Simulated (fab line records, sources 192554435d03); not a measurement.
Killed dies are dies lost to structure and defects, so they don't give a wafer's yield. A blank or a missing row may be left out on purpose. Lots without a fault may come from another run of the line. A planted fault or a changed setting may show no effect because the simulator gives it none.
Chamber matching | flow n5_finfet | N5_BEOL_M12_DESCUM_33 on rie_diel-04: 4 sister chambers
The step chemistry O2, time 7.9 s. 18 wafers are shown with their chamber, then 9 later ones without.

WAFERS WITH THEIR CHAMBER
wafer  | chamber | drypump_motor_current_A (A) | throttle_valve_pct (%) | showerhead_plenum_p_Torr (Torr)
L074.2 | 1       | 6.2                         | 20.68                  | 1.99
L074.3 | 2       | 5.6                         | 20.44                  | 2.10
L074.5 | 2       | 5.6                         | 20.45                  | 2.10
L081.2 | 0       | 5.8                         | 20.27                  | 2.11
L081.3 | 3       | 5.5                         | 20.67                  | 2.02
L081.4 | 2       | 5.6                         | 20.49                  | 2.09
L084.1 | 1       | 6.1                         | 20.70                  | 1.98
L084.4 | 1       | 6.1                         | 20.71                  | 1.98
L084.6 | 2       | 5.6                         | 20.48                  | 2.09
L085.1 | 1       | 6.1                         | 20.71                  | 1.98
L085.2 | 3       | 5.5                         | 20.68                  | 2.02
L085.4 | 1       | 6.1                         | 20.72                  | 1.98
L087.1 | 1       | 6.1                         | 20.73                  | 1.98
L087.2 | 2       | 5.6                         | 20.49                  | 2.09
L087.4 | 3       | 5.5                         | 20.69                  | 2.01
L091.1 | 1       | 6.2                         | 20.73                  | 1.97
L091.4 | 3       | 5.5                         | 20.69                  | 2.01
L091.5 | 0       | 5.8                         | 20.27                  | 2.11

SIGNATURES (means of the wafers above)
reading                  | chamber 0 | chamber 1 | chamber 2 | chamber 3 | scatter within a chamber
drypump_motor_current_A  | 5.800     | 6.129     | 5.600     | 5.500     | 0.0319
throttle_valve_pct       | 20.2700   | 20.7114   | 20.4700   | 20.6825   | 0.0176
showerhead_plenum_p_Torr | 2.1100    | 1.9800    | 2.0940    | 2.0150    | 0.00548
Rule: a wafer's distance from a chamber is the root of the sum, over the readings, of the square of ((its reading less the chamber's mean) divided by the reading's scatter). The wafer belongs to the nearest chamber; if the next one is less than 2 further off, it can't be placed. The scatter: the root of (the sum of the squares of (reading less its chamber's mean) over the shown wafers, divided by (wafers less chambers)).

WAFERS WITHOUT THEIR CHAMBER
wafer  | drypump_motor_current_A (A) | throttle_valve_pct (%) | showerhead_plenum_p_Torr (Torr)
L086.2 | 5.6                         | 20.51                  | 2.09
L086.4 | 6.1                         | 20.72                  | 1.97
L086.6 | 5.8                         | 20.27                  | 2.11
L092.1 | 5.5                         | 20.70                  | 2.01
L092.3 | 5.5                         | 20.71                  | 2.01
L092.5 | 5.6                         | 20.52                  | 2.08
L094.4 | 5.8                         | 20.28                  | 2.11
L094.5 | 5.5                         | 20.72                  | 2.00
L094.6 | 5.6                         | 20.54                  | 2.08

WHICH CHAMBER EACH WENT THROUGH
wafer  | from the rows above | in truth
L086.2 | 2                   | 2
L086.4 | 1                   | 1
L086.6 | 0                   | 0
L092.1 | 3                   | 3
L092.3 | 3                   | 3
L092.5 | 2                   | 2
L094.4 | 0                   | 0
L094.5 | 3                   | 3
L094.6 | 2                   | 2
Placed correctly: 9 of 9. Can't be placed from these rows: 0. Placed wrongly: 0.
